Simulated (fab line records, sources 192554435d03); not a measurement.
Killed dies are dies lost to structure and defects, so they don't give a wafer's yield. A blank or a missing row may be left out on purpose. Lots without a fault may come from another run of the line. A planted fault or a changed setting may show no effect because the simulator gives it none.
Split-lot experiment | flow n5_finfet | 7 lots, 39 wafers read, on a route of 1938 steps

THE SPLIT
At N5_MOL_CONTACT_COAG_ETCH_124 (etches SiNx in CH3F/O2, stops on SiOC, target depth 6.5 nm), the setting bias_w was moved away from the recipe's 73 W on 6 of the 39 wafers read, by -6.8% to +5.8%. The other wafers ran this setting at the recipe's value.

The reading is taken at the split's own step.

THE READING
rf_vpp_V, in V, at N5_MOL_CONTACT_COAG_ETCH_124 (etches SiNx in CH3F/O2, stops on SiOC, target depth 6.5 nm). Fault-free wafers of this fab line usually give 296.1 V, standard deviation 2.7 V.

wafer  | tool, chamber at the split | bias_w as run, W | against the recipe | rf_vpp_V, V | against lot-mates on the recipe
L076.1 | rie_diel-01, 1             | 73               | recipe             | 296.7       | -
L076.2 | rie_diel-01, 3             | 73               | recipe             | 298.1       | -
L076.3 | rie_diel-01, 0             | 73               | recipe             | 294.4       | -
L076.4 | rie_diel-01, 2             | 73               | recipe             | 294.2       | -
L076.5 | rie_diel-01, 2             | 73               | recipe             | 294.0       | -
L076.6 | rie_diel-01, 3             | 73               | recipe             | 298.5       | -
L077.1 | rie_diel-01, 1             | 73               | recipe             | 297.7       | -
L077.2 | rie_diel-01, 3             | 73               | recipe             | 299.8       | -
L077.3 | rie_diel-01, 2             | 73               | recipe             | 293.5       | -
L077.4 | rie_diel-01, 0             | 73               | recipe             | 293.6       | -
L077.5 | rie_diel-01, 3             | 73               | recipe             | 298.5       | -
L077.6 | rie_diel-01, 2             | 73               | recipe             | 294.6       | -
L082.1 | rie_diel-02, 3             | 73               | recipe             | 297.9       | -
L082.2 | rie_diel-02, 1             | 77.24            | +5.8%              | 309.1       | +13.8
L082.3 | rie_diel-02, 2             | 73               | recipe             | 291.7       | -
L082.4 | rie_diel-02, 0             | 77.24            | +5.8%              | 306.7       | +11.4
L082.5 | rie_diel-02, 2             | 77.24            | +5.8%              | 306.6       | +11.3
L082.6 | rie_diel-02, 1             | 73               | recipe             | 296.3       | -
L091.1 | rie_diel-06, 3             | 73               | recipe             | 303.6       | -
L091.2 | rie_diel-06, 2             | 73               | recipe             | 300.1       | -
L091.3 | rie_diel-06, 1             | 73               | recipe             | 299.6       | -
L091.4 | rie_diel-06, 0             | 73               | recipe             | 300.4       | -
L091.5 | rie_diel-06, 0             | 73               | recipe             | 300.9       | -
L091.6 | rie_diel-06, 3             | 73               | recipe             | 305.1       | -
L092.1 | rie_diel-06, 2             | 73               | recipe             | 301.3       | -
L092.3 | rie_diel-06, 0             | 73               | recipe             | 300.9       | -
L092.5 | rie_diel-06, 0             | 73               | recipe             | 301.4       | -
L095.1 | rie_diel-02, 0             | 73               | recipe             | 294.8       | -
L095.2 | rie_diel-02, 2             | 73               | recipe             | 292.8       | -
L095.3 | rie_diel-02, 1             | 73               | recipe             | 295.8       | -
L095.4 | rie_diel-02, 3             | 73               | recipe             | 295.7       | -
L095.5 | rie_diel-02, 3             | 73               | recipe             | 296.7       | -
L095.6 | rie_diel-02, 0             | 73               | recipe             | 293.8       | -
L096.1 | rie_diel-01, 3             | 73               | recipe             | 299.2       | -
L096.2 | rie_diel-01, 0             | 68.05            | -6.8%              | 276.8       | -20.2
L096.3 | rie_diel-01, 2             | 68.05            | -6.8%              | 279.0       | -18.0
L096.4 | rie_diel-01, 1             | 73               | recipe             | 296.9       | -
L096.5 | rie_diel-01, 2             | 68.05            | -6.8%              | 276.5       | -20.5
L096.6 | rie_diel-01, 1             | 73               | recipe             | 294.9       | -

THE FIT
A straight line over all 39 wafers: rf_vpp_V changes by +2.42 V for each +1% of bias_w; r = +0.88; the points scatter about the line by 3.4 V.
The same after taking each lot's own level away (the mean of its wafers on the recipe; 39 wafers): +2.55 V for each +1%; r = +0.95; scatter 2.1 V.
On that fit, the largest move of bias_w shifts the reading by 17 V.
The lots' own levels span 294.93 to 301.62 V, that is 2.5 times the standard deviation above.
So the lot-to-lot level changes the slope little: the two slopes agree.
Check: with one of the wafers moved furthest among these (-6.8%) left out of the fit, the line predicts -16.9 V for it against its lot-mates. It came out at -20.2 V against them.
Tool readings at the split's step, against how far the setting was moved: rf_vpp_V r = +0.88.

OTHER SPLITS ON THESE WAFERS
These wafers also went through other splits before the reading. Each is held against what the fit with the lots' levels taken away leaves over:
other split on the same wafers     | wafers away from the commonest value | r with rf_vpp_V (lot level and that fit taken away)
N5_WELL_APT_IMPLANT_31 energy_kev  | 15                                   | -0.10
N5_WELL_APT_IMPLANT_32 energy_kev  | 15                                   | -0.16
N5_FIN_SAQP_HM_DEP_03 target_thk_a | 12                                   | +0.27
N5_FIN_CUT_ETCH_21 bias_w          | 12                                   | +0.11
N5_DUMMY_GATE_ETCH_37 source_w     | 15                                   | -0.01
N5_SD_ACTIVATION_LSA_01 temp_c     | 12                                   | -0.03

THE FILE'S OWN FIT
rf_vpp_V changes by +2.55 V for each +1% of bias_w, r = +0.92.
